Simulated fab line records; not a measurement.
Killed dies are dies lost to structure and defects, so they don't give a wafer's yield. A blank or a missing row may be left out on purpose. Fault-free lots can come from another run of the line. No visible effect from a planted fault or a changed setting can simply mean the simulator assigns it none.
Comparing a struck lot with a sound one | flow n5_finfet | 37 out of 1938 route steps
Sound: wafers L477.3, L477.5, L477.6. Struck: wafers L462.2, L462.3, L462.6. Last of all comes the cause.
Order at every step that has rows: each side's tool, ch and its chambers, its first start. Under that, the readings that differ: sound wafers | struck wafers | difference of the means | sigmas: that difference in standard deviations of wafers without a fault.
alike: readings whose means differ by less than 2 such deviations, and words and numbers that are the same on both sides. not compared: withheld readings, readings that some wafer has no value for, bounds like >300 that may hide the same value, and numbers for which the record gives no deviation and whose values overlap.
A row with sigmas, a row that says differs or no value, or rows on one side alone: a step with any of these is where the two part. When numbers do not overlap yet have no deviation, they are printed without sigmas and do not part them. A reading missing from all wafers of one side parts the sides only when that side holds two or more wafers.

first, 9 steps without rows for these wafers: N5_WELL_APT_COAT_02 (resist thk 950 nm); N5_WELL_APT_EBR_04; N5_WELL_APT_SOFTBAKE_03 (time 60 s); N5_WELL_APT_EXPOSE_05 (exposes mask NWELL, defocus 0 nm, target cd 200 nm); N5_WELL_APT_PEB_06 (peb time 90 s); N5_WELL_APT_DEVELOP_07 (develop time 45 s); N5_WELL_APT_HARDBAKE_12 (time 120 s); N5_WELL_APT_DESCUM_13 (chemistry O2, time 7.9 s); N5_WELL_APT_IMPLANT_14.
N5_WELL_APT_IMPLANT_15:
  sound on implanter-02 ch 0, day 6 14:25; struck on implanter-02 ch 0, day 2 20:07
  reading            | sound                            | struck                        | difference | sigmas
  dose_ions_cm2      | 1.5001e+13 1.5013e+13 1.4992e+13 | 8.093e+12 8.101e+12 8.101e+12 | -6.904e+12 | -99 or more
  faraday_current_uA | 184 188 185                      | 102 104 103                   | -83        | -22
  alike: rotation_deg
then, 25 steps without rows for these wafers: N5_WELL_APT_STRIP_16 (strips in SPM, time 900 s); N5_WELL_APT_HMDS_18 (time 60 s); N5_WELL_APT_COAT_19 (resist thk 950 nm); N5_WELL_APT_EBR_21; N5_WELL_APT_SOFTBAKE_20 (time 60 s); N5_WELL_APT_EXPOSE_22 (exposes mask PWELL, defocus 0 nm, target cd 200 nm); N5_WELL_APT_PEB_23 (peb time 90 s); N5_WELL_APT_DEVELOP_24 (develop time 45 s); N5_WELL_APT_HARDBAKE_29 (time 120 s); N5_WELL_APT_DESCUM_30 (chemistry O2, time 7.9 s); N5_WELL_APT_IMPLANT_31; N5_WELL_APT_IMPLANT_32; N5_WELL_APT_STRIP_33 (strips in SPM, time 900 s); N5_WELL_APT_RTA_34 (time 10 s); N5_WELL_APT_OXIDE_STRIP_42 (strips SiO2 in dHF, time 45 s, target depth 12 nm); N5_WELL_APT_PRECLEAN_36 (cleans in O3/DIW, time 45 s); N5_WELL_APT_PRECLEAN_39 (cleans in dHF, time 60 s); N5_WELL_APT_SRD_37 (time 30 s); N5_WELL_APT_EPI_41 (deposits Si from SiH4/H2, target thk 50 nm, time 297.7 s); N5_PMOS_HMC_CHANNEL_EPI_HM_DEP_34 (deposits SiO2 from TEOS/O2, target thk 36 nm, time 6.9 s); N5_PMOS_HMC_CHANNEL_EPI_COAT_31 (time 60 s, resist thk 66 nm); N5_PMOS_HMC_CHANNEL_EPI_COAT_03 (resist thk 205 nm); N5_PMOS_HMC_CHANNEL_EPI_EBR_05; N5_PMOS_HMC_CHANNEL_EPI_SOFTBAKE_04 (time 60 s); N5_PMOS_HMC_CHANNEL_EPI_EXPOSE_06 (exposes mask PMOS HMC BLK, target cd 240 nm).
-- here the record skips 6 days between the struck wafers' starts before and after, leaving off in module PMOS_HMC_CHANNEL_EPI and picking up in module BEOL_M4 (first step shown: number 1111 of the route) --
N5_BEOL_M4_RC_MEAS_101:
  sound on prober-01 ch 0, day 13 12:31; struck on prober-02 ch 0, day 9 01:12
  reading | sound          | struck         | difference | sigmas
  CJ_P    | 5.67 5.49 5.91 | 4.26 4.33 4.34 | -1.38      | -7
  alike: DIBL_N, DIBL_P, IOFF_N, IOFF_P, ION_N, ION_P, SS_N, SS_P, VT_N, VT_P
-- a jump in the record: the struck wafers' starts before and after are 4 days apart (it breaks off in module BEOL_M4 and resumes in module PASSIVATION, where the first step shown is number 1936 of the route) --
N5_PASSIVATION_PROBE_49:
  the record has rows for the struck wafers here (prober-01, day 13 05:29) and none for the sound ones

WHERE THEY PART
First at N5_WELL_APT_IMPLANT_15; last, within this record, at N5_PASSIVATION_PROBE_49.

WHY: the cause the simulator had injected
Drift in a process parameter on implanter-02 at N5_WELL_APT_IMPLANT_15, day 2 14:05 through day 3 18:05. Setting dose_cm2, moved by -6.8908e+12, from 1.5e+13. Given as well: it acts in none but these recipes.
